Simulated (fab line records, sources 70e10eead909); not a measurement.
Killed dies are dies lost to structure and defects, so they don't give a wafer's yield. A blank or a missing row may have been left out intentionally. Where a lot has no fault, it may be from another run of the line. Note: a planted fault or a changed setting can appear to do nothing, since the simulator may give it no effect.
Matching of chambers    flow nand harc    NHARC_A_M1_PRE_CLEAN_32 on pecvd-04 has 3 sister chambers
The step time 12 s. 6 wafers are shown with their chamber, then 7 later ones without.

## WAFERS, EACH WITH ITS CHAMBER
wafer   chamber  rf fwd power W (W)  heater power w (W)
L081.6  0        293.3               627
L087.2  2        290.9               595
L087.4  1        292.9               596
L087.6  2        291.8               598
L086.2  1        292.8               615
L086.3  0        293.5               556

## WAFERS MISSING THEIR CHAMBER
wafer   rf fwd power W (W)  heater power w (W)
L086.6  292.4               545
L090.2  292.7               658
L090.5  292.7               549
L090.6  292.1               686
L092.1  291.7               685
L092.3  291.5               660
L092.4  293.8               609

## WHICH CHAMBER EACH ONE RAN IN
wafer   from the rows above           in truth
L086.6  can't be placed: 1 or 0 or 2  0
L090.2  can't be placed: 1 or 0       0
L090.5  can't be placed: 1 or 0 or 2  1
L090.6  can't be placed: 1 or 2 or 0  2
L092.1  can't be placed: 2 or 1       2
L092.3  can't be placed: 2 or 1       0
L092.4  can't be placed: 0 or 1       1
Correct placement for 0 of the 7. Can't be placed from these rows: 7 (the true chamber is among the candidates in 6). 0 placed wrongly.
How it was worked out, from the rows above alone: a wafer's distance from a chamber is the root of the sum, over the readings, of the square of ((its reading less the chamber's mean) divided by the reading's scatter). The wafer belongs to the nearest chamber; if the next one is less than 2 further off, it can't be placed. For every chamber, the mean is computed from those of its wafers that are shown. How the scatter is found: for the shown wafers, subtract from each reading the mean of its chamber, square and add these, divide the total by (wafers less chambers), then take the root.
